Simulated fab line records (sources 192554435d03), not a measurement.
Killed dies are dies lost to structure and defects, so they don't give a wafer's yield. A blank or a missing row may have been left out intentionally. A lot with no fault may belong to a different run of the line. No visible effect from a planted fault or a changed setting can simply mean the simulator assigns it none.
Matching of chambers :: flow n5-finfet :: 4 sister chambers for N5_BEOL_M10_STRIP_67 on rie-diel-05
The step strips in CF4. 22 wafers are shown with their chamber, then 11 later ones without.

EACH WAFER AND ITS CHAMBER
wafer: L076.3
chamber: 0
showerhead-plenum-p-Torr (Torr): 1.83
throttle-valve-pct (%): 13.42
oes-product-au (a.u.): 0.83

wafer: L076.4
chamber: 1
showerhead-plenum-p-Torr (Torr): 1.85
throttle-valve-pct (%): 13.95
oes-product-au (a.u.): 0.72

wafer: L076.6
chamber: 3
showerhead-plenum-p-Torr (Torr): 1.75
throttle-valve-pct (%): 13.44
oes-product-au (a.u.): 0.80

wafer: L078.1
chamber: 2
showerhead-plenum-p-Torr (Torr): 1.81
throttle-valve-pct (%): 13.37
oes-product-au (a.u.): 0.80

wafer: L078.3
chamber: 3
showerhead-plenum-p-Torr (Torr): 1.75
throttle-valve-pct (%): 13.44
oes-product-au (a.u.): 0.81

wafer: L078.5
chamber: 0
showerhead-plenum-p-Torr (Torr): 1.83
throttle-valve-pct (%): 13.43
oes-product-au (a.u.): 0.83

wafer: L079.2
chamber: 1
showerhead-plenum-p-Torr (Torr): 1.85
throttle-valve-pct (%): 13.96
oes-product-au (a.u.): 0.71

wafer: L079.5
chamber: 3
showerhead-plenum-p-Torr (Torr): 1.75
throttle-valve-pct (%): 13.48
oes-product-au (a.u.): 0.80

wafer: L079.6
chamber: 0
showerhead-plenum-p-Torr (Torr): 1.83
throttle-valve-pct (%): 13.44
oes-product-au (a.u.): 0.82

wafer: L084.1
chamber: 1
showerhead-plenum-p-Torr (Torr): 1.85
throttle-valve-pct (%): 13.99
oes-product-au (a.u.): 0.71

wafer: L084.3
chamber: 3
showerhead-plenum-p-Torr (Torr): 1.75
throttle-valve-pct (%): 13.48
oes-product-au (a.u.): 0.79

wafer: L084.4
chamber: 2
showerhead-plenum-p-Torr (Torr): 1.81
throttle-valve-pct (%): 13.41
oes-product-au (a.u.): 0.79

wafer: L085.2
chamber: 2
showerhead-plenum-p-Torr (Torr): 1.81
throttle-valve-pct (%): 13.43
oes-product-au (a.u.): 0.79

wafer: L085.4
chamber: 1
showerhead-plenum-p-Torr (Torr): 1.85
throttle-valve-pct (%): 14.00
oes-product-au (a.u.): 0.70

wafer: L085.5
chamber: 2
showerhead-plenum-p-Torr (Torr): 1.81
throttle-valve-pct (%): 13.42
oes-product-au (a.u.): 0.78

wafer: L086.1
chamber: 0
showerhead-plenum-p-Torr (Torr): 1.82
throttle-valve-pct (%): 13.50
oes-product-au (a.u.): 0.80

wafer: L086.2
chamber: 2
showerhead-plenum-p-Torr (Torr): 1.80
throttle-valve-pct (%): 13.43
oes-product-au (a.u.): 0.78

wafer: L086.3
chamber: 1
showerhead-plenum-p-Torr (Torr): 1.85
throttle-valve-pct (%): 14.01
oes-product-au (a.u.): 0.70

wafer: L089.1
chamber: 0
showerhead-plenum-p-Torr (Torr): 1.82
throttle-valve-pct (%): 13.48
oes-product-au (a.u.): 0.79

wafer: L089.3
chamber: 2
showerhead-plenum-p-Torr (Torr): 1.80
throttle-valve-pct (%): 13.42
oes-product-au (a.u.): 0.78

wafer: L089.6
chamber: 0
showerhead-plenum-p-Torr (Torr): 1.82
throttle-valve-pct (%): 13.49
oes-product-au (a.u.): 0.80

wafer: L088.1
chamber: 3
showerhead-plenum-p-Torr (Torr): 1.75
throttle-valve-pct (%): 13.53
oes-product-au (a.u.): 0.77

SIGNATURES (means of the wafers above)
reading: showerhead-plenum-p-Torr
chamber 0: 1.8250
chamber 1: 1.8500
chamber 2: 1.8067
chamber 3: 1.7500
scatter within a chamber: 0.00397

reading: throttle-valve-pct
chamber 0: 13.4600
chamber 1: 13.9820
chamber 2: 13.4133
chamber 3: 13.4740
scatter within a chamber: 0.0303

reading: oes-product-au
chamber 0: 0.8117
chamber 1: 0.7080
chamber 2: 0.7867
chamber 3: 0.7940
scatter within a chamber: 0.0129
Rule: for a wafer and a chamber, the distance is found by dividing, reading by reading, the gap between the wafer's reading and the chamber's mean by the reading's scatter, squaring, summing and taking the root. If the next closest chamber is less than 2 further off than the closest, the wafer can't be placed; otherwise it belongs to the closest. The scatter: take each reading less its chamber's mean, square it, sum over the shown wafers, divide by the number of wafers less the number of chambers, and take the root.

WAFERS MISSING THEIR CHAMBER
wafer: L088.3
showerhead-plenum-p-Torr (Torr): 1.80
throttle-valve-pct (%): 13.43
oes-product-au (a.u.): 0.78

wafer: L088.4
showerhead-plenum-p-Torr (Torr): 1.85
throttle-valve-pct (%): 14.02
oes-product-au (a.u.): 0.70

wafer: L094.2
showerhead-plenum-p-Torr (Torr): 1.80
throttle-valve-pct (%): 13.47
oes-product-au (a.u.): 0.76

wafer: L094.5
showerhead-plenum-p-Torr (Torr): 1.80
throttle-valve-pct (%): 13.48
oes-product-au (a.u.): 0.76

wafer: L094.6
showerhead-plenum-p-Torr (Torr): 1.82
throttle-valve-pct (%): 13.54
oes-product-au (a.u.): 0.78

wafer: L096.1
showerhead-plenum-p-Torr (Torr): 1.82
throttle-valve-pct (%): 13.52
oes-product-au (a.u.): 0.77

wafer: L096.2
showerhead-plenum-p-Torr (Torr): 1.74
throttle-valve-pct (%): 13.55
oes-product-au (a.u.): 0.76

wafer: L096.6
showerhead-plenum-p-Torr (Torr): 1.82
throttle-valve-pct (%): 13.52
oes-product-au (a.u.): 0.78

wafer: L097.1
showerhead-plenum-p-Torr (Torr): 1.81
throttle-valve-pct (%): 13.56
oes-product-au (a.u.): 0.78

wafer: L097.3
showerhead-plenum-p-Torr (Torr): 1.84
throttle-valve-pct (%): 13.51
oes-product-au (a.u.): 0.96

wafer: L097.5
showerhead-plenum-p-Torr (Torr): 1.81
throttle-valve-pct (%): 13.56
oes-product-au (a.u.): 0.78

THE CHAMBER EACH PASSED THROUGH
wafer: L088.3
from the rows above: 2
in truth: 2

wafer: L088.4
from the rows above: 1
in truth: 1

wafer: L094.2
from the rows above: 2
in truth: 2

wafer: L094.5
from the rows above: 2
in truth: 2

wafer: L094.6
from the rows above: can't be placed: 0 or 2
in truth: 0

wafer: L096.1
from the rows above: can't be placed: 0 or 2
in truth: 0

wafer: L096.2
from the rows above: 3
in truth: 3

wafer: L096.6
from the rows above: can't be placed: 0 or 2
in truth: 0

wafer: L097.1
from the rows above: can't be placed: 2 or 0
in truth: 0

wafer: L097.3
from the rows above: 0
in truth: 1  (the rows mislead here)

wafer: L097.5
from the rows above: can't be placed: 2 or 0
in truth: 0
Correctly placed: 5 of 11. These rows do not allow placing 5 (true chamber among the candidates in 5). Number placed wrongly: 1.
